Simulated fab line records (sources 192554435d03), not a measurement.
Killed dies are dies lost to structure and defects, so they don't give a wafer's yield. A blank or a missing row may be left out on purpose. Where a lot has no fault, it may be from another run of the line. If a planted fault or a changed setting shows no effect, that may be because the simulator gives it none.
Which of the tools did it? :: flow n5Finfet :: Sampling: 10 lots, 29 wafers, 5 of 1938 route steps

WHAT EACH GAUGE READ, for each wafer
N5_BEOL_M4_RC_MEAS_101. Usual: DIBL_N 36.3 mV/V, standard deviation 2.2; DIBL_P 36.0 mV/V, standard deviation 2.4; IOFF_N 0.16 nA/um, standard deviation 0.042; IOFF_P 0.22 nA/um, standard deviation 0.041; ION_N 672 uA/um, standard deviation 14; ION_P 462 uA/um, standard deviation 7.9; SS_N 71.7 mV/dec, standard deviation 0.76; SS_P 73.3 mV/dec, standard deviation 0.72; VT_N 250 mV, standard deviation 3.6; VT_P -249 mV, standard deviation 3.
lot: L469
measured: day 7 23:23
on: prober-02
DIBL_N (mV/V): 37.2 36.3
DIBL_P (mV/V): 38.0 36.5
IOFF_N (nA/um): 0.19 0.16
IOFF_P (nA/um): 0.24 0.21
ION_N (uA/um): 680 661
ION_P (uA/um): 463 459
SS_N (mV/dec): 72.1 71.8
SS_P (mV/dec): 74.9 73.9
VT_N (mV): 245 253
VT_P (mV): -252 -251
flag: 

lot: L472
measured: day 8 12:30
on: prober-01
DIBL_N (mV/V): 34.9 34.7 34.9
DIBL_P (mV/V): 34.5 34.2 34.7
IOFF_N (nA/um): 0.14 0.14 0.15
IOFF_P (nA/um): 0.20 0.20 0.20
ION_N (uA/um): 668 670 678
ION_P (uA/um): 463 463 467
SS_N (mV/dec): 72.2 71.0 71.4
SS_P (mV/dec): 73.3 73.2 73.4
VT_N (mV): 249 249 247
VT_P (mV): -248 -250 -246
flag: 

lot: L473
measured: day 8 23:58
on: prober-02
DIBL_N (mV/V): 37.0 38.0 37.0
DIBL_P (mV/V): 38.2 38.6 37.7
IOFF_N (nA/um): 0.18 0.19 0.17
IOFF_P (nA/um): 0.25 0.25 0.24
ION_N (uA/um): 675 666 676
ION_P (uA/um): 465 454 470
SS_N (mV/dec): 72.0 72.3 72.0
SS_P (mV/dec): 74.1 73.6 73.1
VT_N (mV): 248 246 247
VT_P (mV): -249 -251 -249
flag: 

lot: L476
measured: day 9 17:12
on: prober-02
DIBL_N (mV/V): 35.0 35.1 37.3
DIBL_P (mV/V): 34.9 34.7 37.2
IOFF_N (nA/um): 0.15 0.15 0.20
IOFF_P (nA/um): 0.21 0.21 0.27
ION_N (uA/um): 661 672 673
ION_P (uA/um): 459 462 466
SS_N (mV/dec): 71.3 70.9 71.7
SS_P (mV/dec): 72.7 73.5 74.0
VT_N (mV): 253 251 247
VT_P (mV): -249 -250 -247
flag: 

lot: L477
measured: day 9 18:18
on: prober-01
DIBL_N (mV/V): 34.6 36.1 37.9
DIBL_P (mV/V): 33.0 34.1 36.8
IOFF_N (nA/um): 0.11 0.13 0.17
IOFF_P (nA/um): 0.17 0.19 0.24
ION_N (uA/um): 662 663 689
ION_P (uA/um): 458 458 470
SS_N (mV/dec): 70.9 71.0 72.2
SS_P (mV/dec): 72.2 72.6 72.9
VT_N (mV): 253 253 250
VT_P (mV): -253 -250 -246
flag: 

lot: L479
measured: day 10 06:27
on: prober-02
DIBL_N (mV/V): 37.8 39.1 39.7
DIBL_P (mV/V): 35.5 38.1 37.4
IOFF_N (nA/um): 0.18 0.20 0.20
IOFF_P (nA/um): 0.22 0.26 0.23
ION_N (uA/um): 675 678 680
ION_P (uA/um): 464 465 461
SS_N (mV/dec): 72.2 72.0 72.5
SS_P (mV/dec): 73.7 73.9 73.3
VT_N (mV): 250 246 249
VT_P (mV): -248 -249 -248
flag: 

lot: L488
measured: day 14 01:11
on: prober-01
DIBL_N (mV/V): 37.3 38.0 33.8
DIBL_P (mV/V): 39.3 39.8 34.4
IOFF_N (nA/um): 0.20 0.21 0.12
IOFF_P (nA/um): 0.30 0.31 0.19
ION_N (uA/um): 689 692 661
ION_P (uA/um): 482 476 460
SS_N (mV/dec): 70.9 72.5 70.5
SS_P (mV/dec): 74.7 74.0 72.2
VT_N (mV): 244 245 252
VT_P (mV): -241 -244 -249
flag: 

lot: L489
measured: day 14 04:23
on: prober-02
DIBL_N (mV/V): 36.8 36.5 36.3
DIBL_P (mV/V): 37.1 38.0 37.4
IOFF_N (nA/um): 0.18 0.20 0.18
IOFF_P (nA/um): 0.24 0.26 0.23
ION_N (uA/um): 679 706 692
ION_P (uA/um): 464 483 467
SS_N (mV/dec): 72.0 71.7 71.8
SS_P (mV/dec): 73.5 73.3 73.1
VT_N (mV): 247 243 248
VT_P (mV): -248 -245 -246
flag: 

lot: L490
measured: day 15 06:28
on: prober-01
DIBL_N (mV/V): 33.2 34.1 33.4
DIBL_P (mV/V): 34.8 35.7 34.9
IOFF_N (nA/um): 0.14 0.15 0.14
IOFF_P (nA/um): 0.19 0.19 0.20
ION_N (uA/um): 674 685 672
ION_P (uA/um): 468 470 465
SS_N (mV/dec): 70.5 71.1 71.2
SS_P (mV/dec): 72.9 72.8 72.7
VT_N (mV): 251 249 250
VT_P (mV): -251 -251 -250
flag: 

lot: L492
measured: day 14 21:55
on: prober-02
DIBL_N (mV/V): 36.6 34.5 33.8
DIBL_P (mV/V): 36.4 35.3 34.7
IOFF_N (nA/um): 0.15 0.13 0.11
IOFF_P (nA/um): 0.18 0.18 0.16
ION_N (uA/um): 655 664 657
ION_P (uA/um): 445 459 453
SS_N (mV/dec): 72.2 70.8 70.8
SS_P (mV/dec): 73.0 72.3 72.7
VT_N (mV): 253 251 255
VT_P (mV): -253 -255 -252
flag: 

TOOL THAT RAN EACH LOT (tool first, then ch and the chambers of the sampled wafers, then the start)
lot: L469
N5_MOL_CONTACT_COAG_STRIP_49: plasmaAsher-02 ch 0,1, day 5 06:25
N5_BEOL_M0_SAQP_ILD_DEP_01: pecvd-03 ch 0,1, day 5 10:44
N5_BEOL_M0_SAQP_HM_DEP_02: pvdSputter-03, day 5 12:53
N5_BEOL_M0_SAQP_PECVD_03: pecvd-02 ch 0,2, day 5 13:01

lot: L472
N5_MOL_CONTACT_COAG_STRIP_49: plasmaAsher-01 ch 0,1, day 5 23:05
N5_BEOL_M0_SAQP_ILD_DEP_01: pecvd-02 ch 0,1, day 6 03:23
N5_BEOL_M0_SAQP_HM_DEP_02: pvdSputter-02, day 6 03:57
N5_BEOL_M0_SAQP_PECVD_03: pecvd-03 ch 1,2, day 6 04:04

lot: L473
N5_MOL_CONTACT_COAG_STRIP_49: plasmaAsher-01 ch 0,1, day 6 06:53
N5_BEOL_M0_SAQP_ILD_DEP_01: pecvd-03 ch 1,2, day 6 11:12
N5_BEOL_M0_SAQP_HM_DEP_02: pvdSputter-03, day 6 11:32
N5_BEOL_M0_SAQP_PECVD_03: pecvd-02 ch 0,2, day 6 11:39

lot: L476
N5_MOL_CONTACT_COAG_STRIP_49: plasmaAsher-02 ch 0,1, day 7 02:53
N5_BEOL_M0_SAQP_ILD_DEP_01: pecvd-04 ch 0,1,2, day 7 07:13
N5_BEOL_M0_SAQP_HM_DEP_02: pvdSputter-01, day 7 07:16
N5_BEOL_M0_SAQP_PECVD_03: pecvd-02 ch 0,1,2, day 7 07:23

lot: L477
N5_MOL_CONTACT_COAG_STRIP_49: plasmaAsher-02 ch 0,1, day 7 05:31
N5_BEOL_M0_SAQP_ILD_DEP_01: pecvd-04 ch 0,1,2, day 7 10:14
N5_BEOL_M0_SAQP_HM_DEP_02: pvdSputter-03, day 7 10:25
N5_BEOL_M0_SAQP_PECVD_03: pecvd-04 ch 0,1,2, day 7 10:32

lot: L479
N5_MOL_CONTACT_COAG_STRIP_49: plasmaAsher-02 ch 0,1, day 7 17:05
N5_BEOL_M0_SAQP_ILD_DEP_01: pecvd-02 ch 0,1,2, day 7 21:23
N5_BEOL_M0_SAQP_HM_DEP_02: pvdSputter-03, day 7 21:26
N5_BEOL_M0_SAQP_PECVD_03: pecvd-02 ch 0,1,2, day 7 21:34

lot: L488
N5_MOL_CONTACT_COAG_STRIP_49: plasmaAsher-02 ch 0,1, day 10 05:47
N5_BEOL_M0_SAQP_ILD_DEP_01: pecvd-04 ch 1,2, day 10 10:04
N5_BEOL_M0_SAQP_HM_DEP_02: pvdSputter-03, day 10 10:34
N5_BEOL_M0_SAQP_PECVD_03: pecvd-02 ch 0,1, day 10 10:41

lot: L489
N5_MOL_CONTACT_COAG_STRIP_49: plasmaAsher-02 ch 0, day 10 06:52
N5_BEOL_M0_SAQP_ILD_DEP_01: pecvd-02 ch 0,1, day 10 13:05
N5_BEOL_M0_SAQP_HM_DEP_02: pvdSputter-03, day 10 15:05
N5_BEOL_M0_SAQP_PECVD_03: pecvd-03 ch 0,2, day 10 15:13

lot: L490
N5_MOL_CONTACT_COAG_STRIP_49: plasmaAsher-01 ch 0,1, day 10 18:38
N5_BEOL_M0_SAQP_ILD_DEP_01: pecvd-02 ch 0,1,2, day 10 23:17
N5_BEOL_M0_SAQP_HM_DEP_02: pvdSputter-02, day 10 23:56
N5_BEOL_M0_SAQP_PECVD_03: pecvd-02 ch 0,2, day 11 00:03

lot: L492
N5_MOL_CONTACT_COAG_STRIP_49: plasmaAsher-02 ch 0,1, day 11 01:27
N5_BEOL_M0_SAQP_ILD_DEP_01: pecvd-04 ch 0,2, day 11 05:48
N5_BEOL_M0_SAQP_HM_DEP_02: pvdSputter-01, day 11 05:53
N5_BEOL_M0_SAQP_PECVD_03: pecvd-03 ch 0,1, day 11 06:00
- N5_MOL_CONTACT_COAG_STRIP_49: strips in N2/H2, time 30 s.
- N5_BEOL_M0_SAQP_ILD_DEP_01: deposits SiOC from DEMS/O2, target thk 45.419 nm, time 8.7 s.
- N5_BEOL_M0_SAQP_HM_DEP_02: deposits TiN, target thk 12 nm.
- N5_BEOL_M0_SAQP_PECVD_03: deposits SiCN from 3MS/NH3, target thk 12 nm, time 21.1 s.

AS READ BY THE TOOLS THEMSELVES (means over the sampled wafers that have a number; for cases with no such wafer, the mark the record gives instead)
N5_MOL_CONTACT_COAG_STRIP_49. Usual: drypumpMotorCurrentA 5.8 A, standard deviation 0.43; heaterPowerW 355 W, standard deviation 30.
lot: L469
tool: plasmaAsher-02
drypumpMotorCurrentA (A): 6.1
heaterPowerW (W): 368
flag: 

lot: L472
tool: plasmaAsher-01
drypumpMotorCurrentA (A): 5.4
heaterPowerW (W): 344
flag: 

lot: L473
tool: plasmaAsher-01
drypumpMotorCurrentA (A): 5.4
heaterPowerW (W): 345
flag: 

lot: L476
tool: plasmaAsher-02
drypumpMotorCurrentA (A): 6.2
heaterPowerW (W): 377
flag: 

lot: L477
tool: plasmaAsher-02
drypumpMotorCurrentA (A): 6.0
heaterPowerW (W): 369
flag: 

lot: L479
tool: plasmaAsher-02
drypumpMotorCurrentA (A): 6.2
heaterPowerW (W): 381
flag: 

lot: L488
tool: plasmaAsher-02
drypumpMotorCurrentA (A): 6.2
heaterPowerW (W): 376
flag: 

lot: L489
tool: plasmaAsher-02
drypumpMotorCurrentA (A): 6.5
heaterPowerW (W): 378
flag: 

lot: L490
tool: plasmaAsher-01
drypumpMotorCurrentA (A): 5.4
heaterPowerW (W): 346
flag: 

lot: L492
tool: plasmaAsher-02
drypumpMotorCurrentA (A): 6.2
heaterPowerW (W): 374
flag: 

N5_BEOL_M0_SAQP_ILD_DEP_01. Usual: heaterPowerW 491 W, standard deviation 78; showerheadPlenumPTorr 5.697 Torr, standard deviation 0.019; throttleValvePct 12.1 %, standard deviation 0.88.
lot: L469
tool: pecvd-03
heaterPowerW (W): 506
showerheadPlenumPTorr (Torr): 5.731
throttleValvePct (%): 12.7
flag: 

lot: L472
tool: pecvd-02
heaterPowerW (W): 611
showerheadPlenumPTorr (Torr): 5.686
throttleValvePct (%): 12.2
flag: 

lot: L473
tool: pecvd-03
heaterPowerW (W): 483
showerheadPlenumPTorr (Torr): 5.719
throttleValvePct (%): 11.8
flag: 

lot: L476
tool: pecvd-04
heaterPowerW (W): 482
showerheadPlenumPTorr (Torr): 5.688
throttleValvePct (%): 12.6
flag: 

lot: L477
tool: pecvd-04
heaterPowerW (W): 516
showerheadPlenumPTorr (Torr): 5.697
throttleValvePct (%): 12.6
flag: 

lot: L479
tool: pecvd-02
heaterPowerW (W): 524
showerheadPlenumPTorr (Torr): 5.700
throttleValvePct (%): 11.8
flag: 

lot: L488
tool: pecvd-04
heaterPowerW (W): 437
showerheadPlenumPTorr (Torr): 5.686
throttleValvePct (%): 12.3
flag: 

lot: L489
tool: pecvd-02
heaterPowerW (W): 501
showerheadPlenumPTorr (Torr): 5.687
throttleValvePct (%): 12.2
flag: 

lot: L490
tool: pecvd-02
heaterPowerW (W): 514
showerheadPlenumPTorr (Torr): 5.694
throttleValvePct (%): 11.5
flag: 

lot: L492
tool: pecvd-04
heaterPowerW (W): 571
showerheadPlenumPTorr (Torr): 5.688
throttleValvePct (%): 12.8
flag: 

N5_BEOL_M0_SAQP_HM_DEP_02. Usual: chamberPressurePa 0.4999 Pa, standard deviation 0.00097; throttleValvePct 30.1 %, standard deviation 1.4.
lot: L469
tool: pvdSputter-03
chamberPressurePa (Pa): 0.5010
throttleValvePct (%): 28.6
flag: 

lot: L472
tool: pvdSputter-02
chamberPressurePa (Pa): 0.4992
throttleValvePct (%): 30.8
flag: 

lot: L473
tool: pvdSputter-03
chamberPressurePa (Pa): 0.5019
throttleValvePct (%): 29.1
flag: 

lot: L476
tool: pvdSputter-01
chamberPressurePa (Pa): 0.5003
throttleValvePct (%): 31.5
flag: 

lot: L477
tool: pvdSputter-03
chamberPressurePa (Pa): 0.5001
throttleValvePct (%): 29.4
flag: 

lot: L479
tool: pvdSputter-03
chamberPressurePa (Pa): 0.4998
throttleValvePct (%): 28.8
flag: 

lot: L488
tool: pvdSputter-03
chamberPressurePa (Pa): 0.4999
throttleValvePct (%): 28.1
flag: 

lot: L489
tool: pvdSputter-03
chamberPressurePa (Pa): 0.4997
throttleValvePct (%): 28.5
flag: 

lot: L490
tool: pvdSputter-02
chamberPressurePa (Pa): 0.4998
throttleValvePct (%): 30.2
flag: 

lot: L492
tool: pvdSputter-01
chamberPressurePa (Pa): 0.5004
throttleValvePct (%): 31.2
flag: 

N5_BEOL_M0_SAQP_PECVD_03. Usual: runLengthS 51.3 s, standard deviation 0.48; showerheadPlenumPTorr 3.668 Torr, standard deviation 0.016; throttleValvePct 9.2 %, standard deviation 0.6.
lot: L469
tool: pecvd-02
runLengthS (s): 51.0
showerheadPlenumPTorr (Torr): 3.663
throttleValvePct (%): 8.6
flag: 

lot: L472
tool: pecvd-03
runLengthS (s): 51.9
showerheadPlenumPTorr (Torr): 3.675
throttleValvePct (%): 9.1
flag: 

lot: L473
tool: pecvd-02
runLengthS (s): 51.3
showerheadPlenumPTorr (Torr): 3.666
throttleValvePct (%): 8.8
flag: 

lot: L476
tool: pecvd-02
runLengthS (s): 48.6
showerheadPlenumPTorr (Torr): 3.667
throttleValvePct (%): 9.0
flag: OFF

lot: L477
tool: pecvd-04
runLengthS (s): 51.2
showerheadPlenumPTorr (Torr): 3.660
throttleValvePct (%): 9.6
flag: 

lot: L479
tool: pecvd-02
runLengthS (s): 48.5
showerheadPlenumPTorr (Torr): 3.663
throttleValvePct (%): 9.1
flag: OFF

lot: L488
tool: pecvd-02
runLengthS (s): 51.2
showerheadPlenumPTorr (Torr): 3.654
throttleValvePct (%): 9.0
flag: 

lot: L489
tool: pecvd-03
runLengthS (s): 51.1
showerheadPlenumPTorr (Torr): 3.679
throttleValvePct (%): 8.5
flag: 

lot: L490
tool: pecvd-02
runLengthS (s): 50.9
showerheadPlenumPTorr (Torr): 3.660
throttleValvePct (%): 8.5
flag: 

lot: L492
tool: pecvd-03
runLengthS (s): 51.1
showerheadPlenumPTorr (Torr): 3.689
throttleValvePct (%): 9.6
flag: 

THE ANSWER, worked out from the rows above alone
Rule: lot off if the mean of its wafers having a number is beyond 3 standard deviations from the usual mean. A lot without any number at a reading at which 4 lots or more have one is off too. The other lots that the step has rows for count as sound. After the gauges, taken in route order, come the tools' own readings; for these a lot's mean is taken, as printed above. At the first step where some lot is off, the reading lying furthest off is the one used; lots without a number count as furthest.
Off: L476, L479, at N5_BEOL_M0_SAQP_PECVD_03 (runLengthS).
If a tool, at that step or one of the process steps before it, ran each lot that is off and ran no sound lot following the first of them, it fits. None of those tried fits.

WHAT THE SIMULATOR HAD PUT IN
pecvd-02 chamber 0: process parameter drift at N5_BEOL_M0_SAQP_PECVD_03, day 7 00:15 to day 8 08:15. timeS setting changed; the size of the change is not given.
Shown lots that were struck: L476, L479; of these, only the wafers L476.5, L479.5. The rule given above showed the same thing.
